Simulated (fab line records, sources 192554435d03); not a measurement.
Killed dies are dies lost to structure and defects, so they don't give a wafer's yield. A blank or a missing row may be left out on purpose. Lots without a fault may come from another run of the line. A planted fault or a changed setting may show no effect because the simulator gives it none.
Which tool did it? | flow n5_finfet | 8 lots, 24 wafers sampled, at 5 steps of a route of 1938

WHAT THE GAUGES READ, wafer by wafer
N5_MOL_CONTACT_COAG_THK_MEAS_29.
lot  | measured     | on            | MD_CAP_THK (nm)
L326 | day 7 11:06  | film_metro-01 | 19.83 19.90 19.95
L327 | day 7 20:02  | film_metro-02 | 19.95 19.93 19.89
L328 | day 8 07:03  | film_metro-01 | 17.82 17.92 17.81
L329 | day 8 02:59  | film_metro-02 | 20.08 20.00 19.83
L336 | day 10 05:41 | film_metro-02 | 17.76 17.77 17.84
L337 | day 10 19:54 | film_metro-01 | 17.88 17.83 17.84
L339 | day 11 02:57 | film_metro-01 | 17.88 17.94 17.89
L338 | day 11 06:41 | film_metro-01 | 17.94 17.88 17.83

WHICH TOOL RAN EACH LOT (tool, then ch and the chambers of the sampled wafers, then the start)
lot  | N5_MOL_CONTACT_COAG_ETCH_106       | N5_MOL_CONTACT_COAG_ETCH_15        | N5_MOL_CONTACT_COAG_ANNEAL_113   | N5_MOL_CONTACT_COAG_CMP_23
L326 | rie_diel-06 ch 2,3, day 7 03:14    | rie_diel-06 ch 2,3, day 7 03:23    | rtp_anneal-01 ch 0, day 7 06:43  | cmp-03 ch 2,3, day 7 08:25
L327 | rie_diel-03 ch 1,2,3, day 7 11:10  | rie_diel-03 ch 1,2,3, day 7 11:18  | rtp_anneal-02 ch 0, day 7 14:16  | cmp-02 ch 0,2, day 7 17:05
L328 | rie_diel-02 ch 0,2,3, day 7 17:03  | rie_diel-02 ch 0,2,3, day 7 17:11  | rtp_anneal-01 ch 0, day 7 19:58  | cmp-03 ch 0,2,3, day 8 04:16
L329 | rie_diel-02 ch 0,3, day 7 20:47    | rie_diel-02 ch 0,3, day 7 20:56    | rtp_anneal-02 ch 0, day 7 23:26  | cmp-04 ch 0,1,3, day 8 00:23
L336 | rie_diel-03 ch 0,3, day 9 20:59    | rie_diel-03 ch 0,3, day 9 21:07    | rtp_anneal-02 ch 0, day 10 01:01 | cmp-02 ch 0,1, day 10 02:59
L337 | rie_diel-06 ch 0,1,2, day 10 08:23 | rie_diel-06 ch 0,1,2, day 10 08:31 | rtp_anneal-01 ch 0, day 10 14:09 | cmp-03 ch 0,1,3, day 10 17:16
L339 | rie_diel-02 ch 0,1,2, day 10 17:47 | rie_diel-02 ch 0,1,2, day 10 17:55 | rtp_anneal-01 ch 0, day 10 21:49 | cmp-03 ch 0,1, day 11 00:16
L338 | rie_diel-03 ch 0,1,3, day 10 21:19 | rie_diel-03 ch 0,1,3, day 10 21:27 | rtp_anneal-01 ch 0, day 11 00:59 | cmp-02 ch 0,2,3, day 11 04:02
- N5_MOL_CONTACT_COAG_ETCH_106: etches SOC in N2/H2, target depth 80 nm, overetch 16 nm, time 120 s.
- N5_MOL_CONTACT_COAG_ETCH_15: etches SiNx in CH3F/O2, stops on Si:P, target depth 7 nm.
- N5_MOL_CONTACT_COAG_ANNEAL_113: time 300 s.
- N5_MOL_CONTACT_COAG_CMP_23: polishes, stops on SiO2, t overpolish 1.5 s, target thk 0 nm.

THE ANSWER, worked out from the rows above alone
Rule: what is usual is taken from the lots themselves. Put in order of their means at a reading, lots are off if they are a third of the lots or fewer, leave a main group of 4 or more, and stand apart from it by a gap of 3 or more times the standard deviation of the main group's means; of several such gaps the widest counts. A main group whose means are all the same, to the digits that the tables above print for the reading, isn't used. A lot without any number at a reading at which 4 lots or more have one is off too. The other lots that the step has rows for count as sound.
No lot is off at any reading shown: from this, nothing can be told.

WHAT THE SIMULATOR HAD PUT IN
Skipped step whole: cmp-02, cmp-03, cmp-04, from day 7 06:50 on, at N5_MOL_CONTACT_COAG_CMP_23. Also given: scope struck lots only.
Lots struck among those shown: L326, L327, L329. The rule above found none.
